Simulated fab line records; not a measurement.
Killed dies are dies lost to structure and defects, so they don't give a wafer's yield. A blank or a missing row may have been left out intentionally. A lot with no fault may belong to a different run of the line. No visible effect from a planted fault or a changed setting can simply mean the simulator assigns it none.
What tool caused it? ; flow nand-harc ; 13 lots with 39 wafers sampled at 5 steps, on a route of 1159 steps

WHAT THE GAUGES SHOWED, per wafer
NHARC_P_ZERO_WELL_CD_MEAS_11: target cd 500 nm. Usual: cd-nm 500.4 nm, standard deviation 1.9.
lot;measured;on;cd-nm (nm);flag
L213;day 1 13:09;cd-sem-03;502.0 501.7 503.4;
L215;day 2 01:07;cd-sem-02;501.4 502.6 502.2;
L216;day 2 07:08;cd-sem-03;501.1 502.1 503.2;
L217;day 2 13:15;cd-sem-03;500.8 502.0 500.1;
L219;day 3 01:29;cd-sem-03;503.2 502.8 502.1;
L220;day 3 07:14;cd-sem-01;501.1 502.2 503.9;
L221;day 3 13:14;cd-sem-01;500.8 501.0 501.8;
L222;day 3 19:15;cd-sem-01;496.6 501.2 498.0;
L223;day 4 01:07;cd-sem-03;499.4 502.6 498.5;
L224;day 4 07:14;cd-sem-02;496.3 500.1 500.3;
L225;day 4 13:07;cd-sem-01;498.9 506.8 501.7;
L226;day 4 19:07;cd-sem-01;501.7 502.2 503.8;
L235;day 7 01:14;cd-sem-01;499.7 500.9 500.7;

NHARC_P_M1_INSPECT_11. Usual: raw-defect-count 4.0, standard deviation 2.1.
lot;measured;on;raw-defect-count;flag
L213;day 6 04:14;defect-inspect-02;5 2 5;
L215;day 7 01:20;defect-inspect-01;4 6 4;
L216;day 6 16:59;defect-inspect-02;3 4 4;
L217;day 6 21:41;defect-inspect-02;2 7 8;
L219;day 7 04:27;defect-inspect-02;3 4 4;
L220;day 7 21:51;defect-inspect-01;6 3 0;
L221;day 7 23:10;defect-inspect-02;6 7 2;
L222;day 7 23:44;defect-inspect-02;3 4 4;
L223;day 8 13:30;defect-inspect-01;3 8 3;
L224;day 8 12:49;defect-inspect-01;3 8 3;
L225;day 9 07:58;defect-inspect-01;6 2 4;
L226;day 9 06:57;defect-inspect-02;5 2 1;
L235;day 11 11:25;defect-inspect-01;5 3 4;

EACH LOT AND THE TOOL THAT RAN IT (in order: tool; ch and the chambers of the sampled wafers; start)
lot;NHARC_P_ZERO_WELL_PEB_09;NHARC_P_CONTACT_DESCUM_17;NHARC_P_CONTACT_PVD_32
L213;litho-track-05 ch 0, day 1 13:04;rie-diel-12 ch 0,2,3, day 5 15:35;pvd-sputter-01, day 6 04:14 or earlier
L215;litho-track-05 ch 0, day 2 01:02;rie-diel-12 ch 1,2,3, day 6 14:41;pvd-sputter-01, day 7 01:20 or earlier
L216;litho-track-02 ch 0, day 2 07:02;rie-diel-12 ch 0,1,2, day 6 08:23;pvd-sputter-01, day 6 16:59 or earlier
L217;litho-track-02 ch 0, day 2 13:10;rie-diel-02 ch 0,2, day 6 10:25;pvd-sputter-03, day 6 21:41 or earlier
L219;litho-track-02 ch 0, day 3 01:23;rie-diel-02 ch 0,1,2, day 6 19:47;pvd-sputter-03, day 7 04:27 or earlier
L220;litho-track-02 ch 0, day 3 07:09;rie-diel-12 ch 0,1,3, day 7 12:05;pvd-sputter-02, day 7 21:51 or earlier
L221;litho-track-05 ch 0, day 3 13:09;rie-diel-12 ch 0,3, day 7 14:19;pvd-sputter-02, day 7 23:10 or earlier
L222;litho-track-03 ch 0, day 3 19:10;rie-diel-12 ch 0,2, day 7 15:29;pvd-sputter-03, day 7 23:44 or earlier
L223;litho-track-02 ch 0, day 4 01:02;rie-diel-02 ch 0,1,3, day 8 01:41;pvd-sputter-03, day 8 13:30 or earlier
L224;litho-track-02 ch 0, day 4 07:09;rie-diel-02 ch 0,1,3, day 8 01:31;pvd-sputter-01, day 8 12:49 or earlier
L225;litho-track-02 ch 0, day 4 13:02;rie-diel-12 ch 2,3, day 8 19:59;pvd-sputter-02, day 9 07:58 or earlier
L226;litho-track-05 ch 0, day 4 19:02;rie-diel-12 ch 0,1,2, day 8 17:40;pvd-sputter-03, day 9 06:57 or earlier
L235;litho-track-05 ch 0, day 7 01:10;rie-diel-12 ch 2,3, day 10 23:43;pvd-sputter-03, day 11 11:25 or earlier
- NHARC_P_ZERO_WELL_PEB_09: peb time 80 s.
- NHARC_P_CONTACT_DESCUM_17: chemistry O2, time 3 s.
- NHARC_P_CONTACT_PVD_32: deposits Ti, target thk 5 nm, time 17.7 s.

AS READ BY THE TOOLS THEMSELVES (means over the sampled wafers that have a number; for cases with no such wafer, the mark the record gives instead)
NHARC_P_CONTACT_DESCUM_17. Usual: drypump-motor-current-A 5.8 A, standard deviation 0.58; oes-product-au 1.003 a.u., standard deviation 0.0087; rf-vpp-V 57.8 V, standard deviation 0.89; showerhead-plenum-p-Torr 1.89 Torr, standard deviation 0.089; throttle-valve-pct 11.311 %, standard deviation 0.009.
lot;tool;drypump-motor-current-A (A);oes-product-au (a.u.);rf-vpp-V (V);showerhead-plenum-p-Torr (Torr);throttle-valve-pct (%);flag
L213;rie-diel-12;5.6;1.005;57.9;1.87;11.312;
L215;rie-diel-12;5.5;1.011;57.5;1.89;11.314;
L216;rie-diel-12;5.9;1.002;57.8;1.90;11.304;
L217;rie-diel-02;5.7;1.000;57.8;1.84;11.302;
L219;rie-diel-02;5.8;1.003;58.0;1.91;11.319;
L220;rie-diel-12;6.2;1.006;57.0;1.83;11.307;
L221;rie-diel-12;6.3;1.010;56.9;1.81;11.305;
L222;rie-diel-12;5.4;1.006;58.0;1.94;11.314;
L223;rie-diel-02;5.8;1.006;58.1;1.93;11.309;
L224;rie-diel-02;5.7;1.002;57.7;1.93;11.309;
L225;rie-diel-12;5.2;1.004;57.5;1.86;11.310;
L226;rie-diel-12;6.0;1.001;58.5;1.89;11.317;
L235;rie-diel-12;5.0;1.005;58.1;1.93;11.307;

NHARC_P_CONTACT_PVD_32. Usual: throttle-valve-pct 30.2 %, standard deviation 1.5.
lot;tool;throttle-valve-pct (%);flag
L213;pvd-sputter-01;28.3;
L215;pvd-sputter-01;28.2;
L216;pvd-sputter-01;29.5;
L217;pvd-sputter-03;31.1;
L219;pvd-sputter-03;30.9;
L220;pvd-sputter-02;30.5;
L221;pvd-sputter-02;30.9;
L222;pvd-sputter-03;30.1;
L223;pvd-sputter-03;29.9;
L224;pvd-sputter-01;30.1;
L225;pvd-sputter-02;30.2;
L226;pvd-sputter-03;29.4;
L235;pvd-sputter-03;31.4;

THE ANSWER, worked out from the rows above alone
Rule: a lot is off if the mean of its wafers that have a number lies more than 3 standard deviations from the usual mean. A lot without any number at a reading at which 4 lots or more have one is off too. The other lots that the step has rows for count as sound. Order of review: gauges by route order, followed by the tools' own readings, for which a lot's mean as printed above is used. The first step at which some lot is off is used, and at that step the reading that is off furthest; a lot without a number counts as furthest.
Nothing can be told from this: no lot is off at any reading shown.

WHAT WAS PUT IN BY THE SIMULATOR
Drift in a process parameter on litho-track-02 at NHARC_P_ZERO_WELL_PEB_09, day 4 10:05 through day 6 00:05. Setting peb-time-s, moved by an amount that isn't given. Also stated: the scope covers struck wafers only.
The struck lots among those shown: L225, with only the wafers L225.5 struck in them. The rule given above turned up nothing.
